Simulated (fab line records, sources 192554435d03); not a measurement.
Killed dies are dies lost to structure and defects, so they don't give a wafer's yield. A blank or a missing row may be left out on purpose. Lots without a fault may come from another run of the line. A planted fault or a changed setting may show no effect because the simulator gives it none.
Which tool did it? | flow n5_finfet | 24 lots, 72 wafers sampled, at 1 step of a route of 1938

WHAT THE GAUGES READ, wafer by wafer
N5_BEOL_M1_INSPECT_13: inspects for defects (brightfield).
lot  | measured     | on                | raw_defect_count
L074 | day 6 06:02  | defect_inspect-01 | 303 529 504
L075 | day 6 12:26  | defect_inspect-02 | 385 368 389
L076 | day 6 13:02  | defect_inspect-02 | 399 411 368
L077 | day 6 18:31  | defect_inspect-02 | 594 559 537
L078 | day 7 01:19  | defect_inspect-02 | 483 612 550
L079 | day 7 06:02  | defect_inspect-01 | 418 417 409
L080 | day 7 14:11  | defect_inspect-02 | 490 365 504
L081 | day 7 20:41  | defect_inspect-02 | 568 499 578
L082 | day 7 22:28  | defect_inspect-02 | 538 663 561
L083 | day 8 10:25  | defect_inspect-02 | 436 372 526
L084 | day 8 15:32  | defect_inspect-02 | 672 423 499
L085 | day 9 06:19  | defect_inspect-01 | 412 288 332
L086 | day 9 06:29  | defect_inspect-02 | 597 502 507
L087 | day 9 13:59  | defect_inspect-02 | 549 616 452
L088 | day 9 14:01  | defect_inspect-01 | 400 401 488
L089 | day 9 15:45  | defect_inspect-01 | 389 341 383
L090 | day 10 07:35 | defect_inspect-02 | 631 561 728
L092 | day 10 17:10 | defect_inspect-02 | 355 308 285
L093 | day 10 20:56 | defect_inspect-02 | 576 648 528
L094 | day 10 23:34 | defect_inspect-01 | 353 334 321
L095 | day 11 03:20 | defect_inspect-01 | 399 353 324
L096 | day 11 15:44 | defect_inspect-01 | 319 307 327
L097 | day 11 20:13 | defect_inspect-02 | 462 634 474
L091 | day 11 23:37 | defect_inspect-02 | 335 467 324

WHICH TOOL RAN EACH LOT (tool, then ch and the chambers of the sampled wafers, then the start)
The record holds no process step before these readings.

WHAT THE TOOLS THEMSELVES READ (means of the sampled wafers that have a number; where no wafer has one, the mark that the record gives instead)
The record holds no such reading with a usual standard deviation.

THE ANSWER, worked out from the rows above alone
Rule: what is usual is taken from the lots themselves. Put in order of their means at a reading, lots are off if they are a third of the lots or fewer, leave a main group of 4 or more, and stand apart from it by a gap of 3 or more times the standard deviation of the main group's means; of several such gaps the widest counts. A main group whose means are all the same, to the digits that the tables above print for the reading, isn't used. A lot without any number at a reading at which 4 lots or more have one is off too. The other lots that the step has rows for count as sound. The gauges are gone through in route order, then the tools' own readings, and for those a lot's mean is taken as printed above. The first step at which some lot is off is used, and at that step the reading that is off furthest; a lot without a number counts as furthest.
No lot is off at any reading shown: from this, nothing can be told.

WHAT THE SIMULATOR HAD PUT IN
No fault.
